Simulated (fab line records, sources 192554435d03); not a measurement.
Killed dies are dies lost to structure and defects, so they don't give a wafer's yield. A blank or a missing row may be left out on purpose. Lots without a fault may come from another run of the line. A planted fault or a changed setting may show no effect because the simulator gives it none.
fab line records | flow n5_finfet
record lots=6 wafers=18 last_day=17
route steps=1938 shown BEOL_M2@869 BEOL_M4@1111 PASSIVATION@1936
lots that met no fault: from a run of the same line without faults
start_h: hours from the record's first day to the start of the lot's first wafer shown | wait_h: hours since the lot's step before | " the same as in the row above | L1.1+2: a row that stands for several wafers | - no value, or no start given | * or withheld: withheld | < > ~ a bound
route shown NAME@n: a module of which the file shows steps, and the number in the route of the first | usual: mean/standard deviation of fault-free wafers | same: alike in all rows | chamber/n: place in a boat | sites: the reading at each site | _std_site: their standard deviation | _edge_site: outer sites' mean less inner sites' | radius_mm: how far each site lies from the wafer's centre | mask NAME#n: copy n | behind: the tool/chamber that last shaped the wafer | hold: why the lot was held/for how many hours/how that ended | device: the transistor (n, p or np) that didn't switch | end of line: the same wafers' tests at the end of the route | a step without rows: its recipe alone | killed: dies lost to structure and defects at the first sort, not the wafer's yield | map: a wafer's dies, x killed, . not, _ none there
set.NAME: the setting as run; set.NAME@STEP: as run at that earlier step | model.NAME: the simulator's own value behind a step, which no gauge read
lots at some steps of the route; a table a step, a row a wafer
services: from which hour (start_h, from the record's first day; less than 0 if before it) a tool's chamber was out of use, for how many hours, and why
## steps
# step N5_BEOL_M2_COAT_76
# recipe resist=underlayer temp_c=205 time_s=60 spin_rpm=1500 resist_thk_nm=5
# step N5_BEOL_M2_COAT_22
# recipe resist=CAR-EUV spin_rpm=1500 resist_thk_nm=30
# step N5_BEOL_M2_EBR_24
# recipe solvent=PGMEA ebr_width_mm=1.5
# step N5_BEOL_M2_SOFTBAKE_23
# recipe temp_c=110 time_s=60 resist=CAR-EUV
# step N5_BEOL_M2_EXPOSE_25
# recipe mask_id=V1 na=0.33 source_shape=quasar sigma_inner=0.2 sigma_outer=0.8 polarization=unpolarized defocus_nm=5 dose_mj=63
# step N5_BEOL_M2_PEB_26
# recipe peb_temp_c=100 peb_time_s=60 resist=CAR-EUV
# step N5_BEOL_M2_DEVELOP_27
# recipe develop_time_s=30 developer=TMAH resist=CAR-EUV rinse_liquid=surfactant_rinse dry=air_spin dev_temp_c=23
# step N5_BEOL_M2_CD_MEAS_28
# recipe target_cd_nm=26.2 landing_energy_ev=500 detector=se_inlens target_cd_y_nm=24.1 polarity=opening
# usual cd_nm=26.28/0.26
# columns lot.wafer tool chamber start_h wait_h cd_nm
L187.2 cd_sem-03 0 149.27 - 26.32
L187.3 " 0 " " 26.25
L187.6 " 0 " " 26.17
L194.1 cd_sem-03 0 186.79 - 26.39
L194.2 " 0 " " 26.56
L194.4 " 0 " " 26.31
L198.1 cd_sem-02 0 210.97 - 26.18
L198.4 " 0 " " 25.95
L198.5 " 0 " " 26.62
L201.2 cd_sem-01 0 226.58 - 26.36
L201.4 " 0 " " 26.13
L201.6 " 0 " " 26.44
L206.2 cd_sem-03 0 248.87 - 26.01
L206.3 " 0 " " 26.49
L206.6 " 0 " " 26.28
L209.1 cd_sem-01 0 272.55 - 26.18
L209.2 " 0 " " 26.18
L209.6 " 0 " " 26.32
# step N5_BEOL_M2_OVL_MEAS_29
# recipe points_per_wafer=522
# usual V1_OVL=0.1/0.8
# columns lot.wafer tool chamber start_h wait_h V1_OVL[nm]
L187.2 overlay-02 0 149.31 0.0 0.5
L187.3 " 0 " " -1.1
L187.6 " 0 " " 0.6
L194.1 overlay-02 0 186.82 0.0 1.1
L194.2 " 0 " " 0.8
L194.4 " 0 " " 0.3
L198.1 overlay-01 0 211.00 0.0 1.0
L198.4 " 0 " " 1.7
L198.5 " 0 " " 0.5
L201.2 overlay-02 0 226.61 0.0 -1.2
L201.4 " 0 " " -1.1
L201.6 " 0 " " -0.5
L206.2 overlay-02 0 248.90 0.0 1.4
L206.3 " 0 " " 0.4
L206.6 " 0 " " 0.4
L209.1 overlay-01 0 272.58 0.0 -0.3
L209.2 " 0 " " 1.1
L209.6 " 0 " " 0.4
# step N5_BEOL_M2_INSPECT_30
# recipe mode=adi inspect_instrument=brightfield
# usual raw_defect_count=447/89
# columns lot.wafer tool chamber start_h wait_h raw_defect_count
L187.2 defect_inspect-01 - 149.36 0.0 576
L187.3 " - " " 359
L187.6 " - " " 587
L194.1 defect_inspect-02 - 186.88 0.1 341
L194.2 " - " " 307
L194.4 " - " " 292
L198.1 defect_inspect-01 - 211.06 0.1 481
L198.4 " - " " 488
L198.5 " - " " 527
L201.2 defect_inspect-01 - 226.67 0.0 421
L201.4 " - " " 418
L201.6 " - " " 415
L206.2 defect_inspect-02 - 248.95 0.0 438
L206.3 " - " " 433
L206.6 " - " " 464
L209.1 defect_inspect-02 - 272.64 0.1 353
L209.2 " - " " 433
L209.6 " - " " 405
# step N5_BEOL_M2_DESCUM_33
# recipe chemistry=O2 time_s=7 source_power_w=50 bias_power_w=20 pressure_mtorr=20 rf_frequency_hz=2.712e+07 temp_c=40 resist=CAR-EUV o2_flow_sccm=225
# usual drypump_motor_current_A=5.6/0.42 oes_product_au=0.76/0.064 rf_vpp_V=242.8/1.4 showerhead_plenum_p_Torr=2.07/0.074 throttle_valve_pct=20.47/0.16
# columns lot.wafer tool chamber start_h wait_h drypump_motor_current_A oes_product_au rf_hours_counter_h rf_vpp_V showerhead_plenum_p_Torr throttle_valve_pct
L187.2 rie_diel-04 1 149.80 0.4 5.1 0.77 140 243.0 1.99 20.62
L187.3 " 0 " " 6.1 0.73 201 244.8 2.18 20.56
L187.6 " 0 " " 6.1 0.73 - 244.2 2.18 20.56
L194.1 rie_diel-06 1 186.91 0.0 6.2 0.90 42 242.2 2.02 20.42
L194.2 " 3 " " 5.5 0.85 66 243.2 2.03 20.29
L194.4 " 3 " " 5.4 0.84 - 243.7 2.03 20.30
L198.1 rie_diel-06 2 211.09 0.0 5.5 0.74 188 242.8 2.08 20.72
L198.4 " 0 " " 5.7 0.95 7 240.6 2.04 20.11
L198.5 " 0 " " 5.7 0.95 - 241.5 2.04 20.09
L201.2 rie_diel-06 0 226.72 0.1 5.7 0.92 13 241.5 2.04 20.12
L201.4 " 2 " " 5.5 0.73 194 244.0 2.08 20.75
L201.6 " 2 " " 5.5 0.74 - 243.2 2.08 20.75
L206.2 rie_diel-04 3 249.10 0.1 5.5 0.76 147 242.3 2.02 20.56
L206.3 " 0 " " 6.1 0.70 237 244.9 2.17 20.62
L206.6 " 0 " " 6.1 0.71 - 242.9 2.17 20.61
L209.1 rie_diel-04 0 272.68 0.0 6.1 0.70 245 244.2 2.17 20.64
L209.2 " 3 " " 5.5 0.75 155 241.4 2.02 20.59
L209.6 " 3 " " 5.5 0.73 - 242.1 2.02 20.59
# step N5_BEOL_M2_ETCH_77
# recipe chemistry=N2/H2 target=underlayer target_depth_a=65 mask_material=CAR-EUV time_s=5.2 ion_energy_ev=200 pressure_mtorr=30 source_w=840 bias_w=150 n2_flow_sccm=200 h2_flow_sccm=200 ends=cleared
# usual drypump_motor_current_A=5.6/0.42 etch_rf_on_time_s=5.20/0.18 oes_product_au=0.65/0.062 rf_vpp_V=523.3/2.6 showerhead_plenum_p_Torr=2.51/0.084 throttle_valve_pct=17.91/0.29
# columns lot.wafer tool chamber start_h wait_h drypump_motor_current_A etch_rf_on_time_s oes_product_au rf_hours_counter_h rf_vpp_V showerhead_plenum_p_Torr throttle_valve_pct
L187.2 rie_diel-04 1 149.83 0.0 5.1 5.20 0.64 140 522.7 2.46 18.38
L187.3 " 0 " " 6.1 5.20 0.61 201 525.6 2.64 17.90
L187.6 " 0 " " 6.1 5.25 0.62 - 527.9 2.64 17.94
L194.1 rie_diel-06 1 186.95 0.0 6.2 5.22 0.76 42 520.8 2.48 18.01
L194.2 " 3 " " 5.5 5.21 0.73 66 522.4 2.47 17.75
L194.4 " 3 " " 5.5 5.25 0.72 - 523.1 2.47 17.75
L198.1 rie_diel-06 2 211.13 0.0 5.5 5.52 0.62 188 521.3 2.56 18.37
L198.4 " 0 " " 5.7 5.10 0.81 7 522.2 2.51 17.66
L198.5 " 0 " " 5.7 5.15 0.80 - 523.3 2.51 17.67
L201.2 rie_diel-06 0 226.75 0.0 5.7 5.10 0.80 13 521.0 2.51 17.69
L201.4 " 2 " " 5.5 5.44 0.62 194 524.3 2.55 18.37
L201.6 " 2 " " 5.5 5.46 0.60 - 526.1 2.55 18.35
L206.2 rie_diel-04 3 249.13 0.0 5.5 4.87 0.67 147 519.7 2.40 17.51
L206.3 " 0 " " 6.1 5.18 0.60 237 524.3 2.62 17.95
L206.6 " 0 " " 6.1 5.22 0.60 - 525.9 2.62 17.97
L209.1 rie_diel-04 0 272.71 0.0 6.1 5.20 0.60 245 526.0 2.62 17.99
L209.2 " 3 " " 5.5 4.95 0.66 155 519.5 2.40 17.53
L209.6 " 3 " " 5.5 4.90 0.66 - 521.8 2.40 17.54
# step N5_BEOL_M2_ETCH_69
# recipe chemistry=CF4 target=SiARC target_depth_a=156 mask_material=CAR-EUV time_s=26 ion_energy_ev=80 pressure_mtorr=40 source_w=545 bias_w=36 Ar_flow_sccm=100 cf4_flow_sccm=100 ends=cleared
# usual drypump_motor_current_A=5.6/0.42 etch_rf_on_time_s=25.9/0.83 oes_product_au=0.65/0.062 rf_vpp_V=183.8/1.2 showerhead_plenum_p_Torr=2.11/0.054 throttle_valve_pct=15.67/0.15
# columns lot.wafer tool chamber start_h wait_h drypump_motor_current_A etch_rf_on_time_s oes_product_au rf_hours_counter_h rf_vpp_V showerhead_plenum_p_Torr throttle_valve_pct
L187.2 rie_diel-04 1 149.85 0.0 5.1 25.8 0.65 140 183.3 2.07 15.87
L187.3 " 0 " " 6.1 25.8 0.62 201 187.0 2.19 15.59
L187.6 " 0 " " 6.1 26.0 0.62 - 185.1 2.19 15.59
L194.1 rie_diel-06 1 186.96 0.0 6.2 26.2 0.76 42 183.3 2.09 15.73
L194.2 " 3 " " 5.5 26.0 0.72 66 183.0 2.10 15.56
L194.4 " 3 " " 5.5 25.9 0.73 - 184.8 2.10 15.55
L198.1 rie_diel-06 2 211.14 0.0 5.5 20.3 0.74 188 184.4 2.12 15.85
L198.4 " 0 " " 5.7 18.2 0.99 7 184.4 2.10 15.24
L198.5 " 0 " " 5.7 24.8 0.83 - 184.0 2.10 15.25
L201.2 rie_diel-06 0 226.77 0.0 5.7 18.6 0.96 13 183.8 2.09 15.25
L201.4 " 2 " " 5.5 20.3 0.73 194 183.8 2.12 15.87
L201.6 " 2 " " 5.5 27.5 0.61 - 185.6 2.12 15.85
L206.2 rie_diel-04 3 249.15 0.0 5.5 24.5 0.66 147 182.3 2.08 15.73
L206.3 " 0 " " 6.1 26.1 0.60 237 184.2 2.18 15.67
L206.6 " 0 " " 6.1 26.0 0.59 - 184.3 2.18 15.64
L209.1 rie_diel-04 0 272.73 0.0 6.1 26.3 0.59 245 184.6 2.18 15.66
L209.2 " 3 " " 5.5 24.9 0.65 155 182.3 2.07 15.76
L209.6 " 3 " " 5.5 25.2 0.65 - 184.1 2.07 15.77
# step N5_BEOL_M2_ALD_98
# recipe material=SiO2 target_thk_a=25 temp_c=100 ald_precursor_family=BDEAS ald_co_reactant=O2-plasma pulse_time_s=1 co_reactant_pulse_time_s=1 purge_time_s=2 co_reactant_purge_time_s=2 ald_cycles=17 pressure_torr=2
# usual chamber_pressure_Torr=2.000/0.0043 heater_power_w=82/7.8 precursor_pulse_height_rel=0.999/0.019
# columns lot.wafer tool chamber start_h wait_h chamber_pressure_Torr heater_power_w precursor_pulse_height_rel
L187.2 ald_sin-01 2 149.93 0.1 1.995 82 0.997
L187.3 " 1 " " 2.003 94 0.985
L187.6 " 1 " " 2.004 95 1.045
L194.1 ald_sin-03 0 187.21 0.2 1.997 73 1.011
L194.2 " 2 " " 2.000 92 0.998
L194.4 " 3 " " 2.001 87 1.025
L198.1 ald_sin-01 0 211.23 0.1 2.005 86 0.997
L198.4 " 3 " " 1.999 78 1.009
L198.5 " 1 " " 1.994 95 1.010
L201.2 ald_sin-01 2 226.92 0.1 2.003 79 1.002
L201.4 " 1 " " 1.999 94 0.979
L201.6 " 3 " " 1.992 78 1.007
L206.2 ald_sin-03 2 249.23 0.1 1.999 94 0.976
L206.3 " 1 " " 2.000 74 0.980
L206.6 " 1 " " 2.007 73 1.005
L209.1 ald_sin-03 1 272.85 0.1 1.998 74 0.996
L209.2 " 0 " " 1.999 74 1.024
L209.6 " 3 " " 1.996 84 1.032
# step N5_BEOL_M4_RC_MEAS_101
# usual DIBL_N=37.3/2.3 DIBL_P=37.4/2.9 IOFF_N=0.18/0.045 IOFF_P=0.25/0.054 ION_N=679/15 ION_P=468/9.7 SS_N=71.8/0.62 SS_P=73.6/0.76 VT_N=248/4.1 VT_P=-248/3.6
# columns lot.wafer tool chamber start_h wait_h DIBL_N[mV/V] DIBL_P[mV/V] IOFF_N[nA/um] IOFF_P[nA/um] ION_N[uA/um] ION_P[uA/um] SS_N[mV/dec] SS_P[mV/dec] VT_N[mV] VT_P[mV]
L187.2 prober-01 0 182.72 0.2 35.3 35.3 0.13 0.23 666 466 71.9 73.4 255 -243
L187.3 " 0 " " 39.5 39.8 0.22 0.34 697 486 72.1 74.6 245 -240
L187.6 " 0 " " 38.5 39.0 0.19 0.30 684 468 72.4 74.3 248 -243
L194.1 prober-02 0 215.84 0.0 36.0 34.1 0.14 0.21 672 467 71.5 73.0 252 -248
L194.2 " 0 " " 39.8 38.8 0.20 0.29 676 469 72.7 74.6 247 -246
L194.4 " 0 " " 38.3 37.0 0.19 0.28 689 479 72.2 74.0 242 -244
L198.1 prober-02 0 242.43 0.0 41.0 42.5 0.25 0.39 697 482 72.4 74.5 244 -241
L198.4 " 0 " " 37.1 37.5 0.15 0.25 669 467 72.1 73.0 250 -245
L198.5 " 0 " " 39.6 40.8 0.23 0.32 686 480 72.4 73.8 245 -240
L201.2 prober-01 0 262.46 0.2 36.2 34.5 0.16 0.22 669 462 71.3 73.0 248 -248
L201.4 " 0 " " 37.2 37.1 0.18 0.26 674 463 71.6 73.6 248 -244
L201.6 " 0 " " 43.3 43.2 0.35 0.41 720 493 73.3 75.6 239 -240
L206.2 prober-01 0 292.18 0.2 41.3 43.0 0.27 0.40 708 496 73.1 74.5 242 -240
L206.3 " 0 " " 40.9 42.5 0.25 0.37 685 481 72.1 74.9 242 -241
L206.6 " 0 " " 39.7 41.2 0.23 0.33 675 475 71.7 74.3 245 -243
L209.1 prober-02 0 301.45 0.0 37.2 36.9 0.20 0.31 704 488 71.1 73.8 247 -243
L209.2 " 0 " " 34.1 32.9 0.12 0.21 657 469 71.4 73.2 256 -249
L209.6 " 0 " " 37.6 36.2 0.18 0.26 673 471 72.6 73.4 249 -246
# step N5_PASSIVATION_PROBE_49
# usual defect_limited_yield=91.3/1.5 killed_at_M0_to_M3=35/8.7 killed_at_M4_up=14/5.5 killed_at_contacts=11/5.6 killed_at_front_end=39/13 killed_at_other=3.7/2.2 killed_dies=103/18 killed_open=69/14 killed_short=33/7.8 sort_bin_4_leakage=0.02/0.15 sort_bin_5_function=5.1/0.99 sort_bin_6_memory=3.3/0.67 sort_n_pass=1077/18 sort_yield_pct=91.2/1.5
# same gross_dies=1180 killed_at_back_side=0 sort_bin_8_speed[%]=0
# columns lot.wafer tool chamber start_h wait_h defect_limited_yield[%] killed_at_M0_to_M3 killed_at_M4_up killed_at_contacts killed_at_front_end killed_at_other killed_dies killed_open killed_short sort_bin_4_leakage[%] sort_bin_5_function[%] sort_bin_6_memory[%] sort_n_pass sort_yield_pct[%]
L187.2 prober-02 - 286.78 0.1 88.9 33 8 10 79 1 131 90 40 0 6.2 4.7 1049 88.9
L187.3 prober-02 - 286.83 0.1 91.5 22 13 16 47 2 100 77 21 0 5.3 2.9 1080 91.5
L187.6 prober-02 - 286.98 0.3 90.8 19 14 14 56 5 108 68 39 0 4.7 4.0 1072 90.8
L194.1 prober-01 - 312.86 0.0 93.2 20 11 16 33 0 80 56 24 0 4.2 2.1 1100 93.2
L194.2 prober-01 - 312.91 0.1 88.3 37 12 22 63 4 138 99 34 0 6.6 4.2 1042 88.3
L194.4 prober-01 - 313.01 0.2 91.4 31 18 8 40 5 102 72 30 0 4.7 3.6 1078 91.4
L198.1 prober-02 - 356.06 0.0 89.2 39 12 14 59 3 127 95 32 0.25 6.9 3.4 1050 89.0
L198.4 prober-02 - 356.21 0.2 88.4 34 19 22 59 3 137 95 42 0 7.4 4.0 1043 88.4
L198.5 prober-02 - 356.26 0.2 88.6 29 15 20 65 6 135 88 47 0 6.9 4.3 1045 88.6
# killed by level:class
L187.2 FIN_SAQP:geometric_particle:open=21 FIN_SAQP:geometric_particle:short=18 STI_FIN_REVEAL:geometric_particle:open=16 BEOL_M0_SAQP:geometric_particle:short=11 BEOL_M2:geometric_particle:open=9 DUMMY_GATE:geometric_particle:open=9 MOL_CONTACT_COAG:geometric_particle:open=8 BEOL_M0_SAQP:geometric_particle:open=8
L187.3 STI_FIN_REVEAL:geometric_particle:open=16 MOL_CONTACT_COAG:geometric_particle:open=13 FIN_SAQP:geometric_particle:open=11 FIN_SAQP:geometric_particle:short=9 BEOL_M2:geometric_particle:open=7 BEOL_M0_SAQP:geometric_particle:open=7 BEOL_M0_SAQP:geometric_particle:short=4 BEOL_M4:geometric_particle:open=4
L187.6 FIN_SAQP:geometric_particle:open=12 MOL_CONTACT_COAG:geometric_particle:open=11 STI_FIN_REVEAL:geometric_particle:open=9 FIN_SAQP:geometric_particle:short=8 GATE_CUT:geometric_particle:short=8 STI_FIN_REVEAL:geometric_particle:short=6 BEOL_M1:geometric_particle:open=6 BEOL_M2:geometric_particle:open=5
L194.1 MOL_CONTACT_COAG:geometric_particle:open=12 BEOL_M2:geometric_particle:open=7 STARTING-WAFER:geometric_particle:short=6 GATE_CUT:geometric_particle:open=5 DUMMY_GATE:geometric_particle:open=4 MOL_CONTACT_COAG:geometric_particle:short=4 BEOL_M1:geometric_particle:open=4 BEOL_M7:geometric_particle:open=4
L194.2 FIN_SAQP:geometric_particle:open=17 MOL_CONTACT_COAG:geometric_particle:open=15 BEOL_M2:geometric_particle:open=12 DUMMY_GATE:geometric_particle:open=11 BEOL_M3:geometric_particle:open=10 GATE_CUT:geometric_particle:short=7 MOL_CONTACT_COAG:geometric_particle:short=7 FIN_SAQP:geometric_particle:short=5
L194.4 DUMMY_GATE:geometric_particle:open=12 BEOL_M1:geometric_particle:open=10 MOL_CONTACT_COAG:geometric_particle:open=7 GATE_CUT:geometric_particle:short=6 BEOL_M2:geometric_particle:open=6 FIN_SAQP:geometric_particle:open=5 BEOL_M0_SAQP:geometric_particle:short=5 BEOL_M4:geometric_particle:open=5
L198.1 STI_FIN_REVEAL:geometric_particle:open=27 MOL_CONTACT_COAG:geometric_particle:open=13 BEOL_M3:geometric_particle:open=12 BEOL_M0_SAQP:geometric_particle:short=12 BEOL_M4:geometric_particle:open=9 FIN_SAQP:geometric_particle:open=6 BEOL_M1:geometric_particle:open=6 FIN_SAQP:geometric_particle:short=5
L198.4 STI_FIN_REVEAL:geometric_particle:open=23 FIN_SAQP:geometric_particle:open=18 MOL_CONTACT_COAG:geometric_particle:open=14 BEOL_M4:geometric_particle:open=13 BEOL_M0_SAQP:geometric_particle:short=12 MOL_CONTACT_COAG:geometric_particle:short=8 BEOL_M3:geometric_particle:open=7 BEOL_M0_SAQP:geometric_particle:open=7
L198.5 FIN_SAQP:geometric_particle:open=19 STI_FIN_REVEAL:geometric_particle:open=14 MOL_CONTACT_COAG:geometric_particle:open=14 FIN_SAQP:geometric_particle:short=13 BEOL_M1:geometric_particle:open=8 BEOL_M4:geometric_particle:open=8 MOL_CONTACT_COAG:geometric_particle:short=6 BEOL_M0:geometric_particle:open=5
## services
# columns tool chamber start_h hours kind
rie_diel-06 2 148.52 29.0 repair
rie_diel-06 0 177.60 - clean
rie_diel-06 0 177.60 - consumable_replace:focus_ring
rie_diel-06 0 177.60 13.5 scheduled_down
rie_diel-06 0 177.60 13.5 vent_cycle
rie_diel-04 2 179.58 5.0 repair
ald_sin-03 1 227.87 2.8 repair
ald_sin-01 3 233.49 12.2 repair
ald_sin-01 2 234.21 7.9 repair
ald_sin-03 2 239.43 4.2 repair
rie_diel-06 0 247.66 11.7 repair
ald_sin-01 3 263.82 2.5 repair
ald_sin-01 - 268.28 14.0 pm
ald_sin-01 0 268.28 14.0 vent_cycle
ald_sin-01 1 268.28 14.0 vent_cycle
ald_sin-01 2 268.28 14.0 vent_cycle
ald_sin-01 3 268.28 14.0 vent_cycle
## key
first_sign step=N5_BEOL_M2_ETCH_69 reading=etch_rf_on_time_s direction=down sigmas=7.9 usual=* struck=*
effect step=N5_BEOL_M2_ETCH_69 reading=oes_product_au direction=up sigmas=3.2 usual=0.65 struck=0.85 wafers_moved=2
met_at N5_BEOL_M2_ETCH_69
struck_wafers L198.1,L198.4,L201.2,L201.4
onset_between 186.96 211.14
fault kind=process_parameter_drift tool=rie_diel-06 chamber=- onset_h=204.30 steps=N5_BEOL_M2_ETCH_69 channel=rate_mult offset=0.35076 shape=step end_h=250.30 scope=struck_wafers_only
